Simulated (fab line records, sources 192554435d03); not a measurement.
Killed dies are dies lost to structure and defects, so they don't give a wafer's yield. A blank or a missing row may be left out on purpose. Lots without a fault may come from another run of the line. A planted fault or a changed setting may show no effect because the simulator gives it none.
Split-lot experiment | flow n5_finfet | 7 lots, 21 wafers read, on a route of 1938 steps

THE SPLIT
At N5_BEOL_M9_ILD_DEP_00 (deposits SiCOH lowk from DEMS/porogen, target thk 308.51 nm, time 58 s), the setting time_s was moved away from the recipe's 58 s on 6 of the 21 wafers read, by -5.6% to +11.1%. The other wafers ran this setting at the recipe's value.

FROM THE SPLIT TO THE READING: what the file shows between them, 1 step
- N5_BEOL_M9_CURE_71: cures SiCOH lowk, time 240 s

THE READING
M9_ILD_THK, in nm, at N5_BEOL_M9_THK_MEAS_01. Fault-free wafers of this fab line usually give 267 nm, standard deviation 3.3 nm.

wafer  | tool, chamber at the split | time_s as run, s | against the recipe | M9_ILD_THK, nm | against lot-mates on the recipe
L074.1 | pecvd-02, 2                | 61.23            | +5.6%              | 280            | +16
L074.2 | pecvd-02, 1                | 58               | recipe             | 260            | -
L074.3 | pecvd-02, 2                | 58               | recipe             | 269            | -
L076.1 | pecvd-02, 1                | 61.44            | +5.9%              | 279            | +9
L076.5 | pecvd-02, 1                | 58               | recipe             | 270            | -
L076.6 | pecvd-02, 2                | 61.44            | +5.9%              | 285            | +15
L080.2 | pecvd-04, 1                | 58               | recipe             | 265            | -
L080.4 | pecvd-04, 1                | 58               | recipe             | 267            | -
L080.5 | pecvd-04, 2                | 58               | recipe             | 273            | -
L090.2 | pecvd-04, 0                | 58               | recipe             | 270            | -
L090.3 | pecvd-04, 2                | 54.73            | -5.6%              | 257            | -16
L090.4 | pecvd-04, 0                | 58               | recipe             | 276            | -
L092.1 | pecvd-04, 0                | 58               | recipe             | 266            | -
L092.2 | pecvd-04, 1                | 64.45            | +11.1%             | 293            | +27
L092.6 | pecvd-04, 2                | 64.45            | +11.1%             | 299            | +33
L089.2 | pecvd-02, 2                | 58               | recipe             | 266            | -
L089.4 | pecvd-02, 1                | 58               | recipe             | 271            | -
L089.6 | pecvd-02, 0                | 58               | recipe             | 268            | -
L093.2 | pecvd-01, 1                | 58               | recipe             | 267            | -
L093.3 | pecvd-01, 2                | 58               | recipe             | 266            | -
L093.6 | pecvd-01, 2                | 58               | recipe             | 269            | -

THE FIT
A straight line over all 21 wafers: M9_ILD_THK changes by +2.38 nm for each +1% of time_s; r = +0.94; the points scatter about the line by 3.6 nm.
The same after taking each lot's own level away (the mean of its wafers on the recipe; 21 wafers): +2.62 nm for each +1%; r = +0.96; scatter 3 nm.
On that fit, the largest move of time_s shifts the reading by 29 nm.
The lots' own levels span 264.5 to 273.0 nm, that is 2.6 times the standard deviation above.
So the lot-to-lot level changes the slope little: the two slopes agree.
Check: with one of the wafers moved furthest among these (+11.1%) left out of the fit, the line predicts +29.7 nm for it against its lot-mates. It came out at +27 nm against them.

OTHER SPLITS ON THESE WAFERS
These wafers also went through other splits before the reading. Each is held against what the fit with the lots' levels taken away leaves over:
other split on the same wafers | wafers away from the commonest value | r with M9_ILD_THK (lot level and that fit taken away)
N5_BEOL_M8_COAT_22 spin_rpm    | 7                                    | -0.22
N5_BEOL_M8_DESCUM_33 time_s    | 5                                    | +0.06

THE WHOLE CHAIN: every reading that the file lists as answering this split, in the file's order
step                   | what it does                                                           | reading                                                                                  | change (the file's fit)              | r (the file's)
N5_BEOL_M9_ILD_DEP_00  | deposits SiCOH lowk from DEMS/porogen, target thk 308.51 nm, time 58 s | SiCOH_lowk_of_BEOL_M9_ILD_DEP_00.thk_nm (the simulator's own value, which no gauge read) | +2.97 nm for each +1% of the setting | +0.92
N5_BEOL_M9_CURE_71     | cures SiCOH lowk, time 240 s                                           | SiCOH_lowk_of_BEOL_M9_ILD_DEP_00.thk_nm (the simulator's own value, which no gauge read) | +2.62 nm for each +1% of the setting | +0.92
N5_BEOL_M9_THK_MEAS_01 |                                                                        | M9_ILD_THK                                                                               | +2.62 for each +1% of the setting    | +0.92

THE FILE'S OWN FIT
M9_ILD_THK changes by +2.62 nm for each +1% of time_s, r = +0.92.
